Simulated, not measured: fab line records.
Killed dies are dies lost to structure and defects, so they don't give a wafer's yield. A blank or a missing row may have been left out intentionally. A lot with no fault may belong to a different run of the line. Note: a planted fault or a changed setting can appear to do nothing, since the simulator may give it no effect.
Which of the tools did it? + flow n5-finfet + 30 wafers from 11 lots sampled at 5 of the route's 1938 steps

== WHAT THE GAUGES READ, wafer by wafer ==
N5_BEOL_M4_RC_MEAS_101. Usual: DIBL_N 36.1 mV/V, standard deviation 2; DIBL_P 36.3 mV/V, standard deviation 2.5; IOFF_N 0.16 nA/um, standard deviation 0.037; IOFF_P 0.21 nA/um, standard deviation 0.039; ION_N 678 uA/um, standard deviation 15; ION_P 465 uA/um, standard deviation 8.7; SS_N 71.4 mV/dec, standard deviation 0.7; SS_P 73.3 mV/dec, standard deviation 0.74; VT_N 249 mV, standard deviation 3.6; VT_P -250.0 mV, standard deviation 2.9.
| lot  | measured     | on        | DIBL_N (mV/V)  | DIBL_P (mV/V)  | IOFF_N (nA/um) | IOFF_P (nA/um) | ION_N (uA/um) | ION_P (uA/um) | SS_N (mV/dec)  | SS_P (mV/dec)  | VT_N (mV)   | VT_P (mV)            | flag |
|------|--------------|-----------|----------------|----------------|----------------|----------------|---------------|---------------|----------------|----------------|-------------|----------------------|------|
| L698 | day 8 10:25  | prober-02 | 38.3 35.3 35.2 | 39.1 35.5 36.0 | 0.24 0.16 0.16 | 0.29 0.22 0.23 | 711 670 671   | 482 465 465   | 71.9 71.7 71.8 | 73.6 71.8 72.8 | 241 249 245 | -245.8 -248.4 -249.0 |      |
| L704 | day 9 07:47  | prober-02 | 32.3 34.5 37.8 | 30.4 33.9 38.5 | 0.09 0.12 0.17 | 0.14 0.18 0.25 | 653 666 672   | 459 465 467   | 70.1 71.4 71.9 | 71.2 73.0 73.8 | 257 251 248 | -253.7 -250.1 -247.8 |      |
| L705 | day 10 17:14 | prober-02 | 38.9 35.9 36.7 | 40.1 37.6 38.4 | 0.20 0.15 0.16 | 0.21 0.18 0.19 | 675 673 670   | 456 453 452   | 72.3 71.5 72.0 | 73.5 72.7 72.8 | 250 252 252 | -253.0 -254.6 -253.3 |      |
| L708 | day 11 15:52 | prober-01 | 34.2 35.7 39.3 | 32.9 34.2 38.5 | 0.12 0.14 0.20 | 0.19 0.20 0.28 | 666 675 667   | 463 466 456   | 70.9 71.2 73.3 | 72.2 73.9 73.9 | 253 252 247 | -250.1 -249.2 -248.1 |      |
| L713 | day 12 19:57 | prober-02 | 32.4 35.0 32.9 | 32.2 36.2 34.0 | 0.11 0.15 0.13 | 0.13 0.18 0.16 | 660 670 675   | 448 458 461   | 70.8 71.6 70.4 | 71.7 73.5 71.8 | 252 250 248 | -256.9 -254.3 -254.9 |      |
| L717 | day 14 06:56 | prober-02 | 35.6 33.9      | 35.0 33.2      | 0.15 0.13      | 0.20 0.20      | 675 679       | 466 471       | 71.8 70.7      | 73.3 73.0      | 250 252     | -247.7 -248.3        |      |
| L718 | day 13 18:13 | prober-02 | 38.5 35.2      | 39.9 34.9      | 0.21 0.15      | 0.22 0.16      | 685 671       | 455 451       | 72.0 70.6      | 74.3 72.9      | 248 252     | -252.6 -256.1        |      |
| L719 | day 14 13:26 | prober-01 | 39.8 36.3 37.8 | 41.0 37.9 38.1 | 0.25 0.17 0.21 | 0.31 0.25 0.24 | 702 687 689   | 476 474 460   | 72.3 71.1 72.4 | 74.4 74.2 74.1 | 242 246 244 | -245.9 -244.9 -248.1 |      |
| L720 | day 14 01:16 | prober-02 | 34.2 36.9      | 34.1 37.5      | 0.13 0.16      | 0.18 0.23      | 676 672       | 466 468       | 70.1 71.6      | 73.3 74.1      | 251 251     | -251.3 -249.1        |      |

== TOOL THAT RAN EACH LOT (tool first, then ch and the chambers of the sampled wafers, then the start) ==
| lot  | N5_HKMG_FIN_W_FILL_22        | N5_HKMG_FIN_CMP_23           | N5_HKMG_FIN_CMP_94           | N5_GATE_CUT_ETCHBACK_00           |
|------|------------------------------|------------------------------|------------------------------|-----------------------------------|
| L698 | cvd-w-02 ch 0,1, day 4 17:26 | cmp-01 ch 0,1,2, day 4 17:32 | cmp-01 ch 0,1,2, day 4 18:01 | rie-metal-02 ch 0,1, day 4 18:18  |
| L704 | cvd-w-01 ch 0,1, day 6 01:35 | cmp-01 ch 0,1,3, day 6 01:51 | cmp-01 ch 0,1,3, day 6 02:14 | rie-metal-01 ch 0, day 6 02:37    |
| L705 | cvd-w-02 ch 0,1, day 6 10:32 | cmp-04 ch 1,2, day 6 10:38   | cmp-04 ch 1,2, day 6 11:07   | rie-metal-03 ch 0,1, day 6 11:25  |
| L708 | cvd-w-01 ch 0,1, day 6 22:37 | cmp-01 ch 2,3, day 6 22:44   | cmp-01 ch 2,3, day 6 23:13   | rie-metal-01 ch 0,1, day 6 23:29  |
| L713 | cvd-w-01 ch 0,1, day 8 06:24 | cmp-02 ch 0,1,2, day 8 06:35 | cmp-02 ch 0,1,2, day 8 07:01 | rie-metal-03 ch 0,1, day 8 07:15  |
| L715 | cvd-w-01 ch 0,1, day 8 16:57 | cmp-02 ch 0,1,2, day 8 17:05 | cmp-02 ch 0,1,2, day 8 17:34 | rie-metal-03 ch 0,1, day 8 17:50  |
| L716 | cvd-w-02 ch 0,1, day 9 03:40 | cmp-02 ch 0,2,3, day 9 03:56 | cmp-02 ch 0,2,3, day 9 04:19 | rie-metal-03 ch 1, day 9 04:35    |
| L717 | cvd-w-01 ch 0, day 9 05:28   | cmp-04 ch 1,2, day 9 05:50   | cmp-04 ch 1,2, day 9 06:10   | rie-metal-02 ch 0,1, day 9 06:23  |
| L718 | cvd-w-01 ch 0,1, day 9 11:40 | cmp-02 ch 2,3, day 9 11:52   | cmp-02 ch 2,3, day 9 12:17   | rie-metal-01 ch 1, day 9 12:31    |
| L719 | cvd-w-02 ch 0,1, day 9 23:10 | cmp-02 ch 2,3, day 9 23:20   | cmp-02 ch 2,3, day 9 23:46   | rie-metal-01 ch 0,1, day 10 00:02 |
| L720 | cvd-w-01 ch 1, day 10 02:53  | cmp-01 ch 0,1, day 10 03:09  | cmp-01 ch 0,1, day 10 03:32  | rie-metal-03 ch 0,1, day 10 03:44 |
- N5_HKMG_FIN_W_FILL_22: material W, target thk 60 nm, time 18.2 s.
- N5_HKMG_FIN_CMP_23: polishes, stops on SiNx, t overpolish 10 s, target thk 46.326 nm.
- N5_HKMG_FIN_CMP_94: polishes, stops on SiNx, t overpolish 4.7 s, target thk 43.299 nm.
- N5_GATE_CUT_ETCHBACK_00: etches W in SF6/Cl2.

== AS READ BY THE TOOLS THEMSELVES (means over the sampled wafers that have a number; for cases with no such wafer, the mark the record gives instead) ==
N5_HKMG_FIN_W_FILL_22. Usual: heater-power-w 843 W, standard deviation 110; throttle-valve-pct 19.0 %, standard deviation 0.53.
| lot  | tool     | heater-power-w (W) | throttle-valve-pct (%) | flag |
|------|----------|--------------------|------------------------|------|
| L698 | cvd-w-02 | 728                | 19.2                   |      |
| L704 | cvd-w-01 | 897                | 18.8                   |      |
| L705 | cvd-w-02 | 723                | 19.2                   |      |
| L708 | cvd-w-01 | 885                | 18.9                   |      |
| L713 | cvd-w-01 | 897                | 19.0                   |      |
| L715 | cvd-w-01 | 937                | 18.6                   |      |
| L716 | cvd-w-02 | 745                | 19.5                   |      |
| L717 | cvd-w-01 | 990                | 18.2                   |      |
| L718 | cvd-w-01 | 924                | 18.9                   |      |
| L719 | cvd-w-02 | 732                | 19.6                   |      |
| L720 | cvd-w-01 | 837                | 19.4                   |      |

N5_HKMG_FIN_CMP_23. Usual: head-pressure-psi 3.999 psi, standard deviation 0.0084; motor-current-A 11.9 A, standard deviation 1.4; overpolish-run-s 10.000 s, standard deviation 0.0097; time-to-endpoint-s 12.3 s, standard deviation 2.9.
| lot  | tool   | head-pressure-psi (psi) | motor-current-A (A) | overpolish-run-s (s) | time-to-endpoint-s (s) | flag |
|------|--------|-------------------------|---------------------|----------------------|------------------------|------|
| L698 | cmp-01 | 4.001                   | 12.3                | 10.001               | 13.0                   |      |
| L704 | cmp-01 | 3.993                   | 11.6                | 10.003               | 10.8                   |      |
| L705 | cmp-04 | 4.004                   | 10.5                | 10.008               | 10.9                   |      |
| L708 | cmp-01 | 3.998                   | 11.1                | 10.003               | 10.8                   |      |
| L713 | cmp-02 | 4.001                   | 11.5                | 10.007               | 13.9                   |      |
| L715 | cmp-02 | 4.000                   | 11.8                | 10.001               | 13.9                   |      |
| L716 | cmp-02 | 4.003                   | 12.3                | 10.000               | 14.3                   |      |
| L717 | cmp-04 | 3.997                   | 11.1                | 10.012               | 12.1                   |      |
| L718 | cmp-02 | 4.005                   | 12.9                | 9.996                | 11.6                   |      |
| L719 | cmp-02 | 3.992                   | 12.8                | 9.997                | 10.9                   |      |
| L720 | cmp-01 | 3.995                   | 12.3                | 9.995                | 9.2                    |      |

N5_HKMG_FIN_CMP_94. Usual: head-pressure-psi 4.002 psi, standard deviation 0.0082; motor-current-A 11.8 A, standard deviation 1.3.
| lot  | tool   | head-pressure-psi (psi) | motor-current-A (A) | flag |
|------|--------|-------------------------|---------------------|------|
| L698 | cmp-01 | 4.003                   | 12.2                |      |
| L704 | cmp-01 | 3.998                   | 11.7                |      |
| L705 | cmp-04 | 4.003                   | 10.3                |      |
| L708 | cmp-01 | 3.997                   | 11.2                |      |
| L713 | cmp-02 | 4.004                   | 11.9                |      |
| L715 | cmp-02 | 4.010                   | 11.7                |      |
| L716 | cmp-02 | 4.010                   | 12.2                |      |
| L717 | cmp-04 | 3.999                   | 10.7                |      |
| L718 | cmp-02 | 4.014                   | 11.9                |      |
| L719 | cmp-02 | 3.994                   | 12.9                |      |
| L720 | cmp-01 | 3.992                   | 12.8                |      |

N5_GATE_CUT_ETCHBACK_00. Usual: SF6_flow_sccm 40.00 sccm, standard deviation 0.12; bias-w 80.02 W, standard deviation 0.27; drypump-motor-current-A 5.62 A, standard deviation 0.25; oes-product-au 0.78 a.u., standard deviation 0.14; throttle-valve-pct 28.03 %, standard deviation 0.19.
| lot  | tool         | SF6_flow_sccm (sccm) | bias-w (W) | drypump-motor-current-A (A) | oes-product-au (a.u.) | throttle-valve-pct (%) | flag |
|------|--------------|----------------------|------------|-----------------------------|-----------------------|------------------------|------|
| L698 | rie-metal-02 | 40.01                | 79.91      | 5.47                        | 0.62                  | 27.73                  |      |
| L704 | rie-metal-01 | 40.11                | 79.69      | 5.40                        | 0.89                  | 28.12                  |      |
| L705 | rie-metal-03 | 39.87                | 80.35      | 5.81                        | 0.67                  | 27.94                  |      |
| L708 | rie-metal-01 | 40.00                | 80.00      | 5.70                        | 0.95                  | 28.27                  |      |
| L713 | rie-metal-03 | 39.90                | 79.90      | 5.64                        | 0.69                  | 27.91                  |      |
| L715 | rie-metal-03 | -                    | -          | -                           | -                     | -                      | OFF  |
| L716 | rie-metal-03 | -                    | -          | -                           | -                     | -                      | OFF  |
| L717 | rie-metal-02 | 39.92                | 80.37      | 5.54                        | 0.77                  | 27.81                  |      |
| L718 | rie-metal-01 | 39.89                | 79.87      | 5.83                        | 0.92                  | 28.34                  |      |
| L719 | rie-metal-01 | 39.89                | 80.10      | 5.68                        | 0.90                  | 28.28                  |      |
| L720 | rie-metal-03 | 40.00                | 79.75      | 5.74                        | 0.67                  | 27.95                  |      |

== THE ANSWER, worked out from the rows above alone ==
Rule: lot off if the mean of its wafers having a number is beyond 3 standard deviations from the usual mean. A lot without any number at a reading at which 4 lots or more have one is off too. The other lots that the step has rows for count as sound. After the gauges, taken in route order, come the tools' own readings; for these a lot's mean is taken, as printed above. At the first step where some lot is off, the reading lying furthest off is the one used; lots without a number count as furthest.
Off: L715, L716, at N5_GATE_CUT_ETCHBACK_00 (SF6_flow_sccm). Without a number there: L715, L716.
If a tool, at that step or one of the process steps before it, ran each lot that is off and ran no sound lot following the first of them, it fits. None of those tried fits.

== WHAT THE SIMULATOR HAD PUT IN ==
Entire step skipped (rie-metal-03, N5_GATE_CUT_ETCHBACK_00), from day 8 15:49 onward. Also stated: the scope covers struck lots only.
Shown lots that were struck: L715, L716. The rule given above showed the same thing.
